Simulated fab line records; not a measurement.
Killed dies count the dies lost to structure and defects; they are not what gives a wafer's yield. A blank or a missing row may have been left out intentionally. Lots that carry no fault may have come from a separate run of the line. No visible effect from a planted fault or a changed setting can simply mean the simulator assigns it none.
Chamber matching	flow nandHarc	4 sister chambers for NHARC_A_CHANNEL_FILL_D2_ALD_14 on aldHk-01
The step deposits SiO2, target thk 2.5 nm, pulse time 10 s, ald cycles 25. 22 wafers are shown with their chamber, then 11 later ones without.

## WAFERS WITH THEIR CHAMBER
wafer	chamber	heaterPowerW (W)	susceptorTempC (C)	precursorPulseHeightRel
L078.2	3	523	300.12	1.031
L078.5	0	480	299.93	1.031
L078.6	1	467	300.05	0.997
L077.1	2	454	300.09	1.010
L077.2	0	478	299.66	1.024
L077.5	3	545	300.17	0.995
L080.3	3	543	299.93	1.004
L080.4	1	471	299.99	0.975
L080.6	0	478	300.01	1.000
L089.1	2	482	300.14	1.019
L089.3	0	500	300.11	1.011
L089.4	3	533	299.94	0.971
L087.1	0	486	300.08	0.992
L087.3	1	467	299.89	1.013
L087.4	3	539	300.02	1.001
L088.1	0	480	300.21	0.970
L088.3	3	537	299.95	1.003
L088.4	1	474	299.98	0.964
L090.1	0	482	299.70	0.979
L090.3	1	463	299.88	0.983
L090.4	3	536	299.97	1.012
L093.1	0	468	299.87	0.975

SIGNATURES, as means of the wafers listed above
reading	chamber 0	chamber 1	chamber 2	chamber 3	scatter within a chamber
heaterPowerW	481.50	468.40	468.00	536.57	8.67
susceptorTempC	299.9463	299.9580	300.1150	300.0143	0.138
precursorPulseHeightRel	0.99775	0.98640	1.01450	1.00243	0.0199
Rule: a wafer lies at a distance from a chamber equal to the root of the sum of squares, over the readings, of (its reading less the chamber's mean, divided by the reading's scatter). The wafer belongs to the nearest chamber; if the next one is less than 2 further off, it can't be placed. How the scatter is found: for the shown wafers, subtract from each reading the mean of its chamber, square and add these, divide the total by (wafers less chambers), then take the root.

## WAFERS MISSING THEIR CHAMBER
wafer	heaterPowerW (W)	susceptorTempC (C)	precursorPulseHeightRel
L093.4	463	300.17	1.015
L093.6	508	300.04	1.009
L092.1	473	300.26	1.011
L092.2	453	300.03	1.018
L092.5	458	299.83	0.990
L096.2	472	299.93	1.004
L096.3	470	299.70	1.026
L096.4	471	300.30	1.018
L097.1	505	299.96	0.983
L097.3	487	299.87	0.997
L097.6	474	300.02	1.038

## WHICH CHAMBER EACH WENT THROUGH
wafer	from the rows above	in truth
L093.4	can't be placed: 2 or 1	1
L093.6	can't be placed: 0 or 3 or 2 or 1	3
L092.1	can't be placed: 2 or 0 or 1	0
L092.2	can't be placed: 2 or 1 or 0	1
L092.5	can't be placed: 1 or 2 or 0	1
L096.2	can't be placed: 1 or 0 or 2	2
L096.3	can't be placed: 0 or 1 or 2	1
L096.4	can't be placed: 2 or 1 or 0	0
L097.1	can't be placed: 0 or 3 or 1 or 2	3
L097.3	can't be placed: 0 or 1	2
L097.6	can't be placed: 2 or 0 or 1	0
Placed correctly: 0 of 11. Cannot be placed on the basis of these rows: 11; the candidates contain the true chamber in 10. Placed wrongly: 0.
